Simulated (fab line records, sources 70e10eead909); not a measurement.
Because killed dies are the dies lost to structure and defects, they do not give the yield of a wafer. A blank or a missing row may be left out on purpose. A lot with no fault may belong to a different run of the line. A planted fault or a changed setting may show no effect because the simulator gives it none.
Commonality check across tools -- flow nand-harc -- Lots sampled 11, wafers sampled 33

## REASON FOR OPENING
Flagged at NHARC_P_GATE_CD_MEAS_26: reading cd-nm, on 1 of 11 lots. No-fault wafers: 119.9 nm, standard deviation 0.52.
Rule: a lot is flagged in two cases, either no wafer of it has a number, or all its wafers with numbers fall more than 4 standard deviations from that mean. All remaining lots are regarded as sound.

lot,measured,on,"cd-nm (nm), wafer by wafer",flag
L479,day 5 08:13,cd-sem-03,118.8 119.1 119.3,
L480,day 5 15:02,cd-sem-01,119.4 119.6 119.2,
L484,day 7 05:37,cd-sem-01,89.6 89.5 89.3,FLAGGED
L492,day 10 23:15,cd-sem-02,121.2 120.6 120.7,
L494,day 10 23:24,cd-sem-01,119.9 120.4 119.9,
L495,day 11 16:31,cd-sem-03,120.3 119.6 120.1,
L496,day 11 23:07,cd-sem-02,120.5 120.6 120.0,
L498,day 12 20:05,cd-sem-03,120.7 120.5 120.3,
L500,day 13 17:32,cd-sem-02,120.6 120.5 120.0,
L501,day 14 04:11,cd-sem-01,120.0 120.0 120.4,
L502,day 14 15:32,cd-sem-02,120.5 120.3 120.3,
On average the flagged lots' numbers are 89.5 nm, which is -30.4 nm against the usual, or -59 standard deviations.

## WHICH TOOL RAN EACH LOT
The record holds 2 process steps before the reading, out of a route of 1302 steps. In each cell: the tool, then ch and the chambers that the sampled wafers went through, then the start.
lot,flag,NHARC_P_STI_CMP_21,NHARC_P_GATE_EXPOSE_23
L479,,"cmp-03 ch 0,1,2, day 4 00:07","arfi-scanner-02 ch 0, day 5 08:04"
L480,,"cmp-02 ch 1,2, day 4 07:10","arfi-scanner-01 ch 0, day 5 14:53"
L484,FLAGGED,"cmp-01 ch 1,2, day 5 17:34","arfi-scanner-01 ch 0, day 7 05:29"
L492,,"cmp-01 ch 2,3, day 9 17:03","arfi-scanner-01 ch 0, day 10 23:07"
L494,,"cmp-02 ch 0,3, day 9 17:03","arfi-scanner-02 ch 0, day 10 23:16"
L495,,"cmp-03 ch 0,1,3, day 10 05:46","arfi-scanner-01 ch 0, day 11 16:23"
L496,,"cmp-01 ch 0,1,3, day 10 14:31","arfi-scanner-02 ch 0, day 11 22:59"
L498,,"cmp-03 ch 0,1,3, day 11 13:50","arfi-scanner-02 ch 0, day 12 19:57"
L500,,"cmp-03 ch 1,2,3, day 12 09:22","arfi-scanner-02 ch 0, day 13 17:23"
L501,,"cmp-01 ch 2,3, day 12 17:38","arfi-scanner-01 ch 0, day 14 04:02"
L502,,"cmp-02 ch 0,1, day 13 04:48","arfi-scanner-03 ch 0, day 14 15:23"
What is done by these steps:
- NHARC_P_STI_CMP_21: polishes, t overpolish 20 s, target thk 380.67 nm.
- NHARC_P_GATE_EXPOSE_23: exposes mask P GATE, target cd 120 nm.
- NHARC_P_GATE_CD_MEAS_26: target cd 120 nm.

## FLAGGED AGAINST TOTAL, ONE TOOL AT A TIME (gauges that did the reading follow at the end)
step,tool,lots run,flagged,share of the flagged lots,sound lots run after its first flagged lot
NHARC_P_STI_CMP_21,cmp-01,4,1,all,"3 (L492,L496,L501)"
NHARC_P_STI_CMP_21,cmp-02,3,0,none,-
NHARC_P_STI_CMP_21,cmp-03,4,0,none,-
NHARC_P_GATE_EXPOSE_23,arfi-scanner-01,5,1,all,"3 (L492,L495,L501)"
NHARC_P_GATE_EXPOSE_23,arfi-scanner-02,5,0,none,-
NHARC_P_GATE_EXPOSE_23,arfi-scanner-03,1,0,none,-
NHARC_P_GATE_CD_MEAS_26,cd-sem-01,4,1,all,"2 (L494,L501)"
NHARC_P_GATE_CD_MEAS_26,cd-sem-02,4,0,none,-
NHARC_P_GATE_CD_MEAS_26,cd-sem-03,3,0,none,-

## WHAT IS ALLOWED BY THE TABLE
In the table, 3 rows ran each flagged lot (cmp-01 at NHARC_P_STI_CMP_21; arfi-scanner-01 at NHARC_P_GATE_EXPOSE_23; cd-sem-01 at NHARC_P_GATE_CD_MEAS_26).
- cmp-01 at NHARC_P_STI_CMP_21: 1 of its 4 lots flagged. After the first flagged lot (L492, L496, L501), sound lots still ran on it; a lasting fault on the whole tool would not permit that.
- arfi-scanner-01 at NHARC_P_GATE_EXPOSE_23: 1 of its 5 lots flagged. After the first flagged lot (L492, L495, L501), sound lots still ran on it; a lasting fault on the whole tool would not permit that.
- cd-sem-01 at NHARC_P_GATE_CD_MEAS_26: 1 of its 4 lots flagged. After the first flagged lot (L494, L501), sound lots still ran on it; a lasting fault on the whole tool would not permit that.
Not one row of the table ran every flagged lot while running no sound lot after the first.

## WHAT THE SIMULATOR HAD PUT IN
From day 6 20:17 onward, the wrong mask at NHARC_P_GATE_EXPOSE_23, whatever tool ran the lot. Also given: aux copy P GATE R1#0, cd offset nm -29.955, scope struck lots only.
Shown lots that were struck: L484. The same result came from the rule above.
